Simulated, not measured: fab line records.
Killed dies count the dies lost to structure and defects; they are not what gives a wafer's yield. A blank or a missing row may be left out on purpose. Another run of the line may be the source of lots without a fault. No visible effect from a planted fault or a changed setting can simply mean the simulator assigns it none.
The tool behind it: which one? + flow n5Finfet + Sampling: 20 lots, 60 wafers, 6 of 1938 route steps

## WHAT THE GAUGES READ, wafer by wafer
The record lacks any reading of a measuring or inspecting step that a usual standard deviation could be used to judge.

## EACH LOT AND THE TOOL THAT RAN IT (in order: tool; ch and the chambers of the sampled wafers; start)
| lot  | N5_MOL_CONTACT_COAG_ETCH_91       | N5_MOL_CONTACT_COAG_STRIP_96      | N5_MOL_CONTACT_COAG_VIA_ETCH_117  | N5_BEOL_M0_SAQP_PECVD_03        | N5_BEOL_M0_SAQP_ETCH_107          | N5_BEOL_M0_SAQP_STRIP_108         |
|------|-----------------------------------|-----------------------------------|-----------------------------------|---------------------------------|-----------------------------------|-----------------------------------|
| L074 | rieDiel-02 ch 0,1,2, day 5 04:53  | rieDiel-02 ch 0,1,2, day 5 05:04  | rieDiel-02 ch 1,2,3, day 5 06:31  | pecvd-02 ch 0,1,2, day 5 11:43  | rieDiel-04 ch 0,1,3, day 5 15:08  | rieDiel-04 ch 0,1,3, day 5 15:10  |
| L075 | rieDiel-01 ch 0,2,3, day 5 12:47  | rieDiel-01 ch 0,2,3, day 5 12:59  | rieDiel-05 ch 0,2,3, day 5 14:29  | pecvd-02 ch 1,2, day 5 19:26    | rieDiel-04 ch 0,1,2, day 5 22:25  | rieDiel-04 ch 0,1,2, day 5 22:27  |
| L076 | rieDiel-02 ch 0,1,3, day 5 13:46  | rieDiel-02 ch 0,1,3, day 5 13:58  | rieDiel-05 ch 0,1, day 5 15:25    | pecvd-04 ch 0,2, day 5 23:32    | rieDiel-04 ch 0,1,2, day 6 03:27  | rieDiel-04 ch 0,1,2, day 6 03:29  |
| L077 | rieDiel-02 ch 0,1,2, day 5 22:26  | rieDiel-02 ch 0,1,2, day 5 22:38  | rieDiel-01 ch 0,3, day 6 00:13    | pecvd-02 ch 0,1,2, day 6 05:30  | rieDiel-04 ch 1,2, day 6 09:40    | rieDiel-04 ch 1,2, day 6 09:42    |
| L078 | rieDiel-05 ch 1,3, day 6 09:32    | rieDiel-05 ch 1,3, day 6 09:43    | rieDiel-01 ch 2,3, day 6 11:38    | pecvd-02 ch 0,1, day 6 16:46    | rieDiel-04 ch 2,3, day 6 20:15    | rieDiel-04 ch 2,3, day 6 20:17    |
| L079 | rieDiel-02 ch 0,1,3, day 6 09:43  | rieDiel-02 ch 0,1,3, day 6 09:55  | rieDiel-05 ch 1,2,3, day 6 11:51  | pecvd-03 ch 0,1,2, day 6 19:51  | rieDiel-04 ch 0,1,2, day 6 23:16  | rieDiel-04 ch 0,1,2, day 6 23:19  |
| L080 | rieDiel-02 ch 0,1, day 7 00:04    | rieDiel-02 ch 0,1, day 7 00:15    | rieDiel-05 ch 1,3, day 7 01:31    | pecvd-03 ch 1,2, day 7 06:38    | rieDiel-03 ch 0,1, day 7 11:23    | rieDiel-03 ch 0,1, day 7 11:25    |
| L081 | rieDiel-01 ch 0,1, day 7 00:25    | rieDiel-01 ch 0,1, day 7 00:36    | rieDiel-01 ch 1,2,3, day 7 02:14  | pecvd-04 ch 0,1,2, day 7 10:13  | rieDiel-04 ch 0,3, day 7 13:13    | rieDiel-04 ch 0,3, day 7 13:15    |
| L082 | rieDiel-05 ch 1,2,3, day 7 04:15  | rieDiel-05 ch 1,2,3, day 7 04:26  | rieDiel-02 ch 1,3, day 7 06:24    | pecvd-03 ch 0,2, day 7 14:52    | rieDiel-03 ch 1,3, day 7 18:13    | rieDiel-03 ch 1,3, day 7 18:16    |
| L083 | rieDiel-02 ch 0,1,2, day 7 10:07  | rieDiel-02 ch 0,1,2, day 7 10:18  | rieDiel-05 ch 0,1,3, day 7 13:02  | pecvd-02 ch 0,1, day 7 18:29    | rieDiel-06 ch 0,1,3, day 7 23:05  | rieDiel-06 ch 0,1,3, day 7 23:07  |
| L085 | rieDiel-05 ch 1,2,3, day 7 23:57  | rieDiel-05 ch 1,2,3, day 8 00:08  | rieDiel-05 ch 0,1,3, day 8 01:47  | pecvd-02 ch 0,1, day 8 06:56    | rieDiel-04 ch 0,2,3, day 8 11:02  | rieDiel-04 ch 0,2,3, day 8 11:05  |
| L086 | rieDiel-01 ch 0,3, day 8 08:52    | rieDiel-01 ch 0,3, day 8 09:03    | rieDiel-01 ch 0,2, day 8 10:25    | pecvd-03 ch 0,2, day 8 16:23    | rieDiel-06 ch 0,1,3, day 8 20:54  | rieDiel-06 ch 0,1,3, day 8 20:56  |
| L087 | rieDiel-02 ch 1,2, day 8 14:10    | rieDiel-02 ch 1,2, day 8 14:27    | rieDiel-05 ch 1,2,3, day 8 15:41  | pecvd-02 ch 0,1, day 8 21:39    | rieDiel-03 ch 1,3, day 9 02:08    | rieDiel-03 ch 1,3, day 9 02:10    |
| L088 | rieDiel-02 ch 2,3, day 8 22:07    | rieDiel-02 ch 2,3, day 8 22:18    | rieDiel-01 ch 0,1,2, day 9 00:11  | pecvd-04 ch 1,2, day 9 05:14    | rieDiel-06 ch 1,2, day 9 08:32    | rieDiel-06 ch 1,2, day 9 08:34    |
| L090 | rieDiel-02 ch 0,1,3, day 9 06:11  | rieDiel-02 ch 0,1,3, day 9 06:23  | rieDiel-05 ch 0,1,3, day 9 07:50  | pecvd-04 ch 0,1,2, day 9 15:22  | rieDiel-03 ch 0,1,3, day 9 19:46  | rieDiel-03 ch 0,1,3, day 9 19:49  |
| L091 | rieDiel-01 ch 1,2,3, day 9 17:40  | rieDiel-01 ch 1,2,3, day 9 17:51  | rieDiel-05 ch 0,1,2, day 9 19:24  | pecvd-04 ch 0,1,2, day 10 00:47 | rieDiel-06 ch 0,1,3, day 10 04:14 | rieDiel-06 ch 0,1,3, day 10 04:17 |
| L092 | rieDiel-02 ch 0,2,3, day 9 19:08  | rieDiel-02 ch 0,2,3, day 9 19:20  | rieDiel-02 ch 0,2,3, day 9 21:17  | pecvd-04 ch 0,2, day 10 04:25   | rieDiel-06 ch 0,1, day 10 07:59   | rieDiel-06 ch 0,1, day 10 08:02   |
| L093 | rieDiel-01 ch 0,2,3, day 10 02:07 | rieDiel-01 ch 0,2,3, day 10 02:19 | rieDiel-02 ch 0,2,3, day 10 03:38 | pecvd-04 ch 0,1,2, day 10 09:34 | rieDiel-06 ch 0,2,3, day 10 14:32 | rieDiel-06 ch 0,2,3, day 10 14:34 |
| L094 | rieDiel-01 ch 1,2, day 10 04:34   | rieDiel-01 ch 1,2, day 10 04:45   | rieDiel-01 ch 0,3, day 10 06:04   | pecvd-04 ch 0,1, day 10 13:04   | rieDiel-06 ch 0,1,3, day 10 17:09 | rieDiel-06 ch 0,1,3, day 10 17:11 |
| L096 | rieDiel-05 ch 1,2, day 10 23:16   | rieDiel-05 ch 1,2, day 10 23:27   | rieDiel-01 ch 0,1,3, day 11 01:05 | pecvd-04 ch 0,1, day 11 05:50   | rieDiel-03 ch 2,3, day 11 09:55   | rieDiel-03 ch 2,3, day 11 09:57   |
- N5_MOL_CONTACT_COAG_ETCH_91: etches SOC in N2/H2, target depth 60 nm, overetch 21 nm, time 101.2 s.
- N5_MOL_CONTACT_COAG_STRIP_96: strips in N2/H2.
- N5_MOL_CONTACT_COAG_VIA_ETCH_117: etches SiO2 in C4F6/O2, target depth 40 nm, overetch 8 nm, time 26 s.
- N5_BEOL_M0_SAQP_PECVD_03: deposits SiCN from 3MS/NH3, target thk 12 nm, time 21.1 s.
- N5_BEOL_M0_SAQP_ETCH_107: etches SiNx in CH3F/O2, target depth 30 nm.
- N5_BEOL_M0_SAQP_STRIP_108: strips in N2/H2.

## WHAT THE TOOLS THEMSELVES READ (means of the sampled wafers that have a number; where no wafer has one, the mark that the record gives instead)
N5_MOL_CONTACT_COAG_ETCH_91. Usual: drypumpMotorCurrentA 5.5 A, standard deviation 0.47; oesProductAu 0.68 a.u., standard deviation 0.052; rfVppV 525.5 V, standard deviation 2.3; showerheadPlenumPTorr 2.60 Torr, standard deviation 0.08; throttleValvePct 17.85 %, standard deviation 0.27.
| lot  | tool       | drypumpMotorCurrentA (A) | oesProductAu (a.u.) | rfVppV (V) | showerheadPlenumPTorr (Torr) | throttleValvePct (%) | flag |
|------|------------|--------------------------|---------------------|------------|------------------------------|----------------------|------|
| L074 | rieDiel-02 | 5.4                      | 0.70                | 527.1      | 2.65                         | 17.71                |      |
| L075 | rieDiel-01 | 5.6                      | 0.66                | 524.5      | 2.52                         | 17.93                |      |
| L076 | rieDiel-02 | 5.0                      | 0.67                | 525.2      | 2.62                         | 17.88                |      |
| L077 | rieDiel-02 | 5.4                      | 0.69                | 527.1      | 2.64                         | 17.73                |      |
| L078 | rieDiel-05 | 5.3                      | 0.70                | 525.1      | 2.62                         | 17.82                |      |
| L079 | rieDiel-02 | 5.0                      | 0.66                | 525.8      | 2.61                         | 17.89                |      |
| L080 | rieDiel-02 | 5.0                      | 0.67                | 526.6      | 2.65                         | 17.88                |      |
| L081 | rieDiel-01 | 5.8                      | 0.70                | 525.2      | 2.62                         | 18.13                |      |
| L082 | rieDiel-05 | 5.3                      | 0.65                | 525.9      | 2.62                         | 17.78                |      |
| L083 | rieDiel-02 | 5.4                      | 0.68                | 526.6      | 2.64                         | 17.75                |      |
| L085 | rieDiel-05 | 5.3                      | 0.65                | 525.5      | 2.62                         | 17.79                |      |
| L086 | rieDiel-01 | 5.8                      | 0.63                | 523.2      | 2.50                         | 18.16                |      |
| L087 | rieDiel-02 | 5.5                      | 0.68                | 527.3      | 2.68                         | 17.76                |      |
| L088 | rieDiel-02 | 5.6                      | 0.66                | 525.5      | 2.60                         | 17.82                |      |
| L090 | rieDiel-02 | 5.0                      | 0.64                | 526.0      | 2.60                         | 17.92                |      |
| L091 | rieDiel-01 | 5.5                      | 0.67                | 525.8      | 2.61                         | 17.97                |      |
| L092 | rieDiel-02 | 5.5                      | 0.65                | 524.9      | 2.59                         | 17.81                |      |
| L093 | rieDiel-01 | 5.6                      | 0.71                | 525.4      | 2.61                         | 17.81                |      |
| L094 | rieDiel-01 | 5.4                      | 0.68                | 526.0      | 2.62                         | 17.76                |      |
| L096 | rieDiel-05 | 5.5                      | 0.68                | 526.6      | 2.62                         | 17.37                |      |

N5_MOL_CONTACT_COAG_STRIP_96. Usual: drypumpMotorCurrentA 5.5 A, standard deviation 0.48; oesProductAu 0.81 a.u., standard deviation 0.068; rfVppV 122.2 V, standard deviation 1.2; showerheadPlenumPTorr 3.44 Torr, standard deviation 0.1; throttleValvePct 19.0 %, standard deviation 0.42.
| lot  | tool       | drypumpMotorCurrentA (A) | oesProductAu (a.u.) | rfVppV (V) | showerheadPlenumPTorr (Torr) | throttleValvePct (%) | flag |
|------|------------|--------------------------|---------------------|------------|------------------------------|----------------------|------|
| L074 | rieDiel-02 | 5.4                      | 0.84                | 123.2      | 3.49                         | 18.8                 |      |
| L075 | rieDiel-01 | 5.6                      | 0.78                | 121.5      | 3.34                         | 19.2                 |      |
| L076 | rieDiel-02 | 5.0                      | 0.79                | 122.8      | 3.45                         | 19.0                 |      |
| L077 | rieDiel-02 | 5.4                      | 0.83                | 123.2      | 3.49                         | 18.8                 |      |
| L078 | rieDiel-05 | 5.3                      | 0.85                | 121.5      | 3.45                         | 19.2                 |      |
| L079 | rieDiel-02 | 5.0                      | 0.79                | 121.8      | 3.45                         | 19.0                 |      |
| L080 | rieDiel-02 | 5.0                      | 0.80                | 121.4      | 3.49                         | 19.0                 |      |
| L081 | rieDiel-01 | 5.8                      | 0.85                | 121.1      | 3.46                         | 19.4                 |      |
| L082 | rieDiel-05 | 5.3                      | 0.78                | 121.7      | 3.46                         | 19.1                 |      |
| L083 | rieDiel-02 | 5.4                      | 0.81                | 121.9      | 3.48                         | 18.8                 |      |
| L085 | rieDiel-05 | 5.3                      | 0.77                | 122.1      | 3.46                         | 19.1                 |      |
| L086 | rieDiel-01 | 5.8                      | 0.74                | 121.2      | 3.31                         | 19.5                 |      |
| L087 | rieDiel-02 | 5.5                      | 0.82                | 121.8      | 3.54                         | 18.8                 |      |
| L088 | rieDiel-02 | 5.6                      | 0.79                | 121.2      | 3.43                         | 18.9                 |      |
| L090 | rieDiel-02 | 5.0                      | 0.76                | 122.7      | 3.44                         | 19.1                 |      |
| L091 | rieDiel-01 | 5.5                      | 0.81                | 122.2      | 3.45                         | 19.2                 |      |
| L092 | rieDiel-02 | 5.5                      | 0.78                | 123.0      | 3.42                         | 18.9                 |      |
| L093 | rieDiel-01 | 5.7                      | 0.85                | 122.7      | 3.45                         | 19.0                 |      |
| L094 | rieDiel-01 | 5.4                      | 0.82                | 122.7      | 3.46                         | 18.9                 |      |
| L096 | rieDiel-05 | 5.5                      | 0.82                | 121.9      | 3.45                         | 18.5                 |      |

N5_MOL_CONTACT_COAG_VIA_ETCH_117. Usual: drypumpMotorCurrentA 5.5 A, standard deviation 0.37; oes_f_703_au 0.81 a.u., standard deviation 0.08; oesProductAu 0.73 a.u., standard deviation 0.055; rfVppV 1607 V, standard deviation 30; showerheadPlenumPTorr 2.89 Torr, standard deviation 0.092; throttleValvePct 41.0 %, standard deviation 0.56.
| lot  | tool       | drypumpMotorCurrentA (A) | oes_f_703_au (a.u.) | oesProductAu (a.u.) | rfVppV (V) | showerheadPlenumPTorr (Torr) | throttleValvePct (%) | flag |
|------|------------|--------------------------|---------------------|---------------------|------------|------------------------------|----------------------|------|
| L074 | rieDiel-02 | 5.5                      | 0.82                | 0.74                | 1583       | 2.97                         | 41.3                 |      |
| L075 | rieDiel-05 | 5.2                      | 0.84                | 0.74                | 1595       | 2.85                         | 41.2                 |      |
| L076 | rieDiel-05 | 5.5                      | 0.92                | 0.77                | 1591       | 2.85                         | 41.2                 |      |
| L077 | rieDiel-01 | 6.0                      | 0.73                | 0.66                | 1604       | 2.74                         | 41.3                 |      |
| L078 | rieDiel-01 | 5.5                      | 0.77                | 0.72                | 1589       | 2.87                         | 41.1                 |      |
| L079 | rieDiel-05 | 5.3                      | 0.78                | 0.70                | 1624       | 2.92                         | 40.6                 |      |
| L080 | rieDiel-05 | 5.3                      | 0.83                | 0.73                | 1633       | 2.90                         | 40.7                 |      |
| L081 | rieDiel-01 | 5.5                      | 0.80                | 0.75                | 1608       | 2.92                         | 41.1                 |      |
| L082 | rieDiel-02 | 5.1                      | 0.77                | 0.72                | 1592       | 2.96                         | 41.4                 |      |
| L083 | rieDiel-05 | 5.4                      | 0.86                | 0.74                | 1612       | 2.87                         | 41.0                 |      |
| L085 | rieDiel-05 | 5.4                      | 0.85                | 0.74                | 1612       | 2.87                         | 41.0                 |      |
| L086 | rieDiel-01 | 5.5                      | 0.73                | 0.70                | 1617       | 2.79                         | 40.8                 |      |
| L087 | rieDiel-05 | 5.3                      | 0.77                | 0.69                | 1622       | 2.91                         | 40.6                 |      |
| L088 | rieDiel-01 | 5.6                      | 0.75                | 0.71                | 1622       | 2.84                         | 41.1                 |      |
| L090 | rieDiel-05 | 5.4                      | 0.84                | 0.73                | 1611       | 2.86                         | 41.0                 |      |
| L091 | rieDiel-05 | 5.4                      | 0.88                | 0.77                | 1602       | 2.88                         | 40.8                 |      |
| L092 | rieDiel-02 | 5.5                      | 0.79                | 0.70                | 1596       | 2.89                         | 41.1                 |      |
| L093 | rieDiel-02 | 5.5                      | 0.78                | 0.69                | 1596       | 2.89                         | 41.1                 |      |
| L094 | rieDiel-01 | 5.8                      | 0.82                | 0.74                | 1597       | 2.90                         | 40.9                 |      |
| L096 | rieDiel-01 | 5.8                      | 0.82                | 0.76                | 1617       | 2.95                         | 41.0                 |      |

N5_BEOL_M0_SAQP_PECVD_03. Usual: showerheadPlenumPTorr 3.675 Torr, standard deviation 0.018; throttleValvePct 9.1 %, standard deviation 0.31.
| lot  | tool     | showerheadPlenumPTorr (Torr) | throttleValvePct (%) | flag |
|------|----------|------------------------------|----------------------|------|
| L074 | pecvd-02 | 3.669                        | 9.2                  |      |
| L075 | pecvd-02 | 3.660                        | 9.2                  |      |
| L076 | pecvd-04 | 3.693                        | 8.9                  |      |
| L077 | pecvd-02 | 3.663                        | 9.2                  |      |
| L078 | pecvd-02 | 3.684                        | 9.5                  |      |
| L079 | pecvd-03 | 3.659                        | 9.0                  |      |
| L080 | pecvd-03 | 3.663                        | 9.1                  |      |
| L081 | pecvd-04 | 3.685                        | 8.7                  |      |
| L082 | pecvd-03 | 3.655                        | 8.7                  |      |
| L083 | pecvd-02 | 3.684                        | 9.5                  |      |
| L085 | pecvd-02 | 3.685                        | 9.4                  |      |
| L086 | pecvd-03 | 3.655                        | 8.8                  |      |
| L087 | pecvd-02 | 3.676                        | 9.3                  |      |
| L088 | pecvd-04 | 3.691                        | 8.7                  |      |
| L090 | pecvd-04 | 3.682                        | 9.0                  |      |
| L091 | pecvd-04 | 3.683                        | 8.9                  |      |
| L092 | pecvd-04 | 3.690                        | 9.0                  |      |
| L093 | pecvd-04 | 3.685                        | 8.9                  |      |
| L094 | pecvd-04 | 3.676                        | 9.1                  |      |
| L096 | pecvd-04 | 3.678                        | 9.0                  |      |

N5_BEOL_M0_SAQP_ETCH_107. Usual: drypumpMotorCurrentA 5.9 A, standard deviation 0.32; oes_f_703_au 0.77 a.u., standard deviation 0.089; oesProductAu 0.77 a.u., standard deviation 0.081; rfVppV 295 V, standard deviation 8.5; showerheadPlenumPTorr 1.97 Torr, standard deviation 0.079; throttleValvePct 16.38 %, standard deviation 0.23.
| lot  | tool       | drypumpMotorCurrentA (A) | oes_f_703_au (a.u.) | oesProductAu (a.u.) | rfVppV (V) | showerheadPlenumPTorr (Torr) | throttleValvePct (%) | flag |
|------|------------|--------------------------|---------------------|---------------------|------------|------------------------------|----------------------|------|
| L074 | rieDiel-04 | 5.7                      | 0.76                | 0.78                | 295        | 1.96                         | 16.14                |      |
| L075 | rieDiel-04 | 5.9                      | 0.71                | 0.74                | 302        | 2.03                         | 16.38                |      |
| L076 | rieDiel-04 | 5.9                      | 0.71                | 0.74                | 302        | 2.03                         | 16.39                |      |
| L077 | rieDiel-04 | 6.1                      | 0.69                | 0.72                | 303        | 2.09                         | 16.42                |      |
| L078 | rieDiel-04 | 5.7                      | 0.76                | 0.76                | 299        | 1.94                         | 16.34                |      |
| L079 | rieDiel-04 | 5.9                      | 0.71                | 0.73                | 302        | 2.03                         | 16.39                |      |
| L080 | rieDiel-03 | 5.7                      | 0.83                | 0.80                | 290        | 1.95                         | 16.53                |      |
| L081 | rieDiel-04 | 5.5                      | 0.78                | 0.77                | 293        | 1.89                         | 16.13                |      |
| L082 | rieDiel-03 | 5.5                      | 0.73                | 0.71                | 291        | 1.91                         | 16.45                |      |
| L083 | rieDiel-06 | 5.9                      | 0.81                | 0.79                | 290        | 1.94                         | 16.49                |      |
| L085 | rieDiel-04 | 5.7                      | 0.74                | 0.75                | 299        | 1.95                         | 16.37                |      |
| L086 | rieDiel-06 | 5.9                      | 0.81                | 0.79                | 289        | 1.94                         | 16.51                |      |
| L087 | rieDiel-03 | 5.5                      | 0.72                | 0.71                | 290        | 1.90                         | 16.46                |      |
| L088 | rieDiel-06 | 6.0                      | 0.73                | 0.74                | 302        | 2.02                         | 16.43                |      |
| L090 | rieDiel-03 | 5.6                      | 0.79                | 0.76                | 290        | 1.94                         | 16.48                |      |
| L091 | rieDiel-06 | 5.9                      | 0.80                | 0.78                | 290        | 1.94                         | 16.52                |      |
| L092 | rieDiel-06 | 5.7                      | 0.77                | 0.75                | 293        | 1.92                         | 16.53                |      |
| L093 | rieDiel-06 | 5.8                      | 0.80                | 0.80                | 294        | 1.96                         | 16.37                |      |
| L094 | rieDiel-06 | 5.9                      | 0.79                | 0.77                | 289        | 1.94                         | 16.52                |      |
| L096 | rieDiel-03 | 5.9                      | 0.96                | 0.95                | 293        | 2.09                         | 15.92                |      |

N5_BEOL_M0_SAQP_STRIP_108. Usual: drypumpMotorCurrentA 5.9 A, standard deviation 0.32; oesProductAu 0.77 a.u., standard deviation 0.082; rfVppV 121.5 V, standard deviation 1; showerheadPlenumPTorr 3.29 Torr, standard deviation 0.13; throttleValvePct 18.8 %, standard deviation 0.32.
| lot  | tool       | drypumpMotorCurrentA (A) | oesProductAu (a.u.) | rfVppV (V) | showerheadPlenumPTorr (Torr) | throttleValvePct (%) | flag |
|------|------------|--------------------------|---------------------|------------|------------------------------|----------------------|------|
| L074 | rieDiel-04 | 5.8                      | 0.79                | 121.9      | 3.26                         | 18.5                 |      |
| L075 | rieDiel-04 | 5.9                      | 0.74                | 121.9      | 3.37                         | 18.6                 |      |
| L076 | rieDiel-04 | 5.9                      | 0.75                | 121.6      | 3.37                         | 18.7                 |      |
| L077 | rieDiel-04 | 6.2                      | 0.73                | 122.4      | 3.45                         | 18.6                 |      |
| L078 | rieDiel-04 | 5.8                      | 0.76                | 121.7      | 3.22                         | 18.6                 |      |
| L079 | rieDiel-04 | 5.9                      | 0.74                | 122.1      | 3.37                         | 18.7                 |      |
| L080 | rieDiel-03 | 5.7                      | 0.79                | 122.0      | 3.27                         | 19.2                 |      |
| L081 | rieDiel-04 | 5.5                      | 0.77                | 120.7      | 3.17                         | 18.5                 |      |
| L082 | rieDiel-03 | 5.5                      | 0.71                | 120.7      | 3.19                         | 18.9                 |      |
| L083 | rieDiel-06 | 5.9                      | 0.80                | 120.8      | 3.23                         | 19.0                 |      |
| L085 | rieDiel-04 | 5.7                      | 0.75                | 121.7      | 3.25                         | 18.6                 |      |
| L086 | rieDiel-06 | 5.9                      | 0.79                | 121.9      | 3.22                         | 19.0                 |      |
| L087 | rieDiel-03 | 5.5                      | 0.71                | 120.8      | 3.18                         | 19.0                 |      |
| L088 | rieDiel-06 | 6.0                      | 0.75                | 122.2      | 3.40                         | 18.9                 |      |
| L090 | rieDiel-03 | 5.6                      | 0.75                | 120.5      | 3.26                         | 19.1                 |      |
| L091 | rieDiel-06 | 5.9                      | 0.77                | 121.0      | 3.22                         | 19.0                 |      |
| L092 | rieDiel-06 | 5.8                      | 0.74                | 120.9      | 3.20                         | 19.1                 |      |
| L093 | rieDiel-06 | 5.8                      | 0.79                | 120.8      | 3.27                         | 18.8                 |      |
| L094 | rieDiel-06 | 5.9                      | 0.76                | 121.7      | 3.22                         | 19.0                 |      |
| L096 | rieDiel-03 | 5.8                      | 0.96                | 122.1      | 3.48                         | 18.3                 |      |

## THE ANSWER, worked out from the rows above alone
Rule: a lot is off if the mean of its wafers that have a number lies more than 3 standard deviations from the usual mean. A lot without any number at a reading at which 4 lots or more have one is off too. The other lots that the step has rows for count as sound. First the gauges in route order, then the tools' own readings, where a lot's mean is used as printed above. At the first step where some lot is off, the reading lying furthest off is the one used; lots without a number count as furthest.
None of the lots is off at any reading shown; this tells nothing.

## WHAT THE SIMULATOR HAD INSERTED
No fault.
